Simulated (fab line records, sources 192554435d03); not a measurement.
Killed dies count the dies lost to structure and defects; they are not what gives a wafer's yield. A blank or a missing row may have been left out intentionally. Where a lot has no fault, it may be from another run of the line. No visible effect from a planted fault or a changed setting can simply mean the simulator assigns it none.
Split-lot experiment / flow n5 finfet / 7 lots, 21 wafers read, on a route of 1938 steps

ABOUT THE SPLIT
At N5_BEOL_M2_ETCH_64 (etches SOC in N2/H2, target depth 75 nm, overetch 22.5 nm, time 121.9 s), the setting time s was moved away from the recipe's 121.9 s on 9 of the 21 wafers read, by -18.2% to +18.0%. This setting was run at the recipe's value on the other wafers.

FROM THE SPLIT TO THE READING: what the file shows between them, 3 steps
- N5_BEOL_M2_STRIP_65: strips in N2/H2
- N5_BEOL_M2_STRIP_75: strips in N2/H2
- N5_BEOL_M2_STRIP_66: strips in CF4

THE READING
BEOL_M2.cd offset nm (the simulator's own value, which no gauge read), in nm, at N5_BEOL_M2_HM_OPEN_17 (chemistry Cl2/BCl3, target TiN, target depth 20 nm, overetch 6 nm). The file does not state a usual value for it. Average 0.1 nm, standard deviation 0.21 nm, over the 12 wafers here run with the recipe.

wafer=L076.1; tool, chamber at the split=rie diel-01, 1; time s as run, s=121.9; against the recipe=recipe; BEOL_M2.cd offset nm, nm=0; against lot-mates on the recipe=-
wafer=L076.2; tool, chamber at the split=rie diel-01, 0; time s as run, s=143.8; against the recipe=+18.0%; BEOL_M2.cd offset nm, nm=0.6; against lot-mates on the recipe=+0.6
wafer=L076.5; tool, chamber at the split=rie diel-01, 1; time s as run, s=143.8; against the recipe=+18.0%; BEOL_M2.cd offset nm, nm=0.8; against lot-mates on the recipe=+0.8
wafer=L080.3; tool, chamber at the split=rie diel-01, 1; time s as run, s=106.2; against the recipe=-12.9%; BEOL_M2.cd offset nm, nm=0.2; against lot-mates on the recipe=no lot-mate on the recipe
wafer=L080.6; tool, chamber at the split=rie diel-01, 2; time s as run, s=106.2; against the recipe=-12.9%; BEOL_M2.cd offset nm, nm=0.2; against lot-mates on the recipe=no lot-mate on the recipe
wafer=L080.5; tool, chamber at the split=rie diel-01, 1; time s as run, s=106.2; against the recipe=-12.9%; BEOL_M2.cd offset nm, nm=0; against lot-mates on the recipe=no lot-mate on the recipe
wafer=L088.2; tool, chamber at the split=rie diel-06, 3; time s as run, s=121.9; against the recipe=recipe; BEOL_M2.cd offset nm, nm=0.2; against lot-mates on the recipe=-
wafer=L088.6; tool, chamber at the split=rie diel-06, 3,2; time s as run, s=121.9; against the recipe=recipe; BEOL_M2.cd offset nm, nm=0.2; against lot-mates on the recipe=-
wafer=L088.5; tool, chamber at the split=rie diel-06, 3,2; time s as run, s=121.9; against the recipe=recipe; BEOL_M2.cd offset nm, nm=0.4; against lot-mates on the recipe=-
wafer=L089.2; tool, chamber at the split=rie diel-01, 2; time s as run, s=121.9; against the recipe=recipe; BEOL_M2.cd offset nm, nm=-0.2; against lot-mates on the recipe=-
wafer=L089.5; tool, chamber at the split=rie diel-01, 2; time s as run, s=121.9; against the recipe=recipe; BEOL_M2.cd offset nm, nm=-0.2; against lot-mates on the recipe=-
wafer=L089.6; tool, chamber at the split=rie diel-01, 1; time s as run, s=121.9; against the recipe=recipe; BEOL_M2.cd offset nm, nm=-0.2; against lot-mates on the recipe=-
wafer=L092.1; tool, chamber at the split=rie diel-06, 3; time s as run, s=104.8; against the recipe=-14.0%; BEOL_M2.cd offset nm, nm=-0.2; against lot-mates on the recipe=-0.2
wafer=L092.3; tool, chamber at the split=rie diel-06, 2; time s as run, s=121.9; against the recipe=recipe; BEOL_M2.cd offset nm, nm=0; against lot-mates on the recipe=-
wafer=L092.4; tool, chamber at the split=rie diel-06, 1; time s as run, s=121.9; against the recipe=recipe; BEOL_M2.cd offset nm, nm=0; against lot-mates on the recipe=-
wafer=L095.1; tool, chamber at the split=rie diel-06, 0; time s as run, s=99.75; against the recipe=-18.2%; BEOL_M2.cd offset nm, nm=0; against lot-mates on the recipe=-0.4
wafer=L095.6; tool, chamber at the split=rie diel-06, 0; time s as run, s=99.75; against the recipe=-18.2%; BEOL_M2.cd offset nm, nm=0; against lot-mates on the recipe=-0.4
wafer=L095.4; tool, chamber at the split=rie diel-06, 2; time s as run, s=121.9; against the recipe=recipe; BEOL_M2.cd offset nm, nm=0.4; against lot-mates on the recipe=-
wafer=L097.2; tool, chamber at the split=rie diel-03, 3; time s as run, s=132.7; against the recipe=+8.9%; BEOL_M2.cd offset nm, nm=0.4; against lot-mates on the recipe=+0.2
wafer=L097.3; tool, chamber at the split=rie diel-03, 1; time s as run, s=121.9; against the recipe=recipe; BEOL_M2.cd offset nm, nm=0.2; against lot-mates on the recipe=-
wafer=L097.6; tool, chamber at the split=rie diel-03, 1; time s as run, s=121.9; against the recipe=recipe; BEOL_M2.cd offset nm, nm=0.2; against lot-mates on the recipe=-
The file does not say which wafer passed through which chamber wherever a row lists several chambers: such a row stands for several wafers.

THE FIT
A straight line over all 21 wafers: BEOL_M2.cd offset nm changes by +0.0165 nm for each +1% of time s; r = +0.61; the points scatter about the line by 0.22 nm.
The same after taking each lot's own level away (the mean of its wafers on the recipe; 18 wafers): +0.0281 nm for each +1%; r = +0.94; scatter 0.099 nm.
That fit puts the effect of the largest move of time s on the reading at 0.51 nm.
The span of the lots' own levels, -0.20 to 0.40 nm, comes to 2.9 times the standard deviation stated above.
So the lot-to-lot level blurs the effect unless lot-mates are compared.
Check: -0.493 nm against its lot-mates is what the line predicts for one of the wafers moved furthest among these (-18.2%) when that wafer is left out of the fit. Against them it came out at -0.4 nm.

FURTHER SPLITS ON THESE WAFERS
Note: prior to the reading, these wafers also went through further splits. Each is held against what the fit with the lots' levels taken away leaves over:
other split on the same wafers=N5_BEOL_M0_SAQP_EXPOSE_37 dose mj; wafers away from the commonest value=8; r with BEOL_M2.cd offset nm (lot level and that fit taken away)=-0.03
other split on the same wafers=N5_BEOL_M0_SAQP_ETCH_73 cf4 flow sccm; wafers away from the commonest value=7; r with BEOL_M2.cd offset nm (lot level and that fit taken away)=+0.02
other split on the same wafers=N5_BEOL_M1_COAT_05 spin rpm; wafers away from the commonest value=6; r with BEOL_M2.cd offset nm (lot level and that fit taken away)=-0.28
other split on the same wafers=N5_BEOL_M1_ETCH_64 source w; wafers away from the commonest value=7; r with BEOL_M2.cd offset nm (lot level and that fit taken away)=-0.25
other split on the same wafers=N5_BEOL_M1_COAT_22 spin rpm; wafers away from the commonest value=9; r with BEOL_M2.cd offset nm (lot level and that fit taken away)=+0.15

THE WHOLE CHAIN: every reading that the file lists as answering this split, in the file's order
step=N5_BEOL_M2_ETCH_64; what it does=etches SOC in N2/H2, target depth 75 nm, overetch 22.5 nm, time 121.9 s; reading=SiARC_of_BEOL_M2_COAT_62.thk nm (the simulator's own value, which no gauge read); change (the file's fit)=-0.0545 nm for each +1% of the setting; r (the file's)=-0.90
step=N5_BEOL_M2_ETCH_64; what it does=etches SOC in N2/H2, target depth 75 nm, overetch 22.5 nm, time 121.9 s; reading=BEOL_M2.cd offset nm (the simulator's own value, which no gauge read); change (the file's fit)=+0.0289 nm for each +1% of the setting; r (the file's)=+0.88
step=N5_BEOL_M2_HM_OPEN_17; what it does=chemistry Cl2/BCl3, target TiN, target depth 20 nm, overetch 6 nm; reading=BEOL_M2.cd offset nm (the simulator's own value, which no gauge read); change (the file's fit)=+0.0263 nm for each +1% of the setting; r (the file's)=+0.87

FILE'S OWN FIT
BEOL_M2.cd offset nm changes by +0.0263 nm for each +1% of time s, r = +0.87.
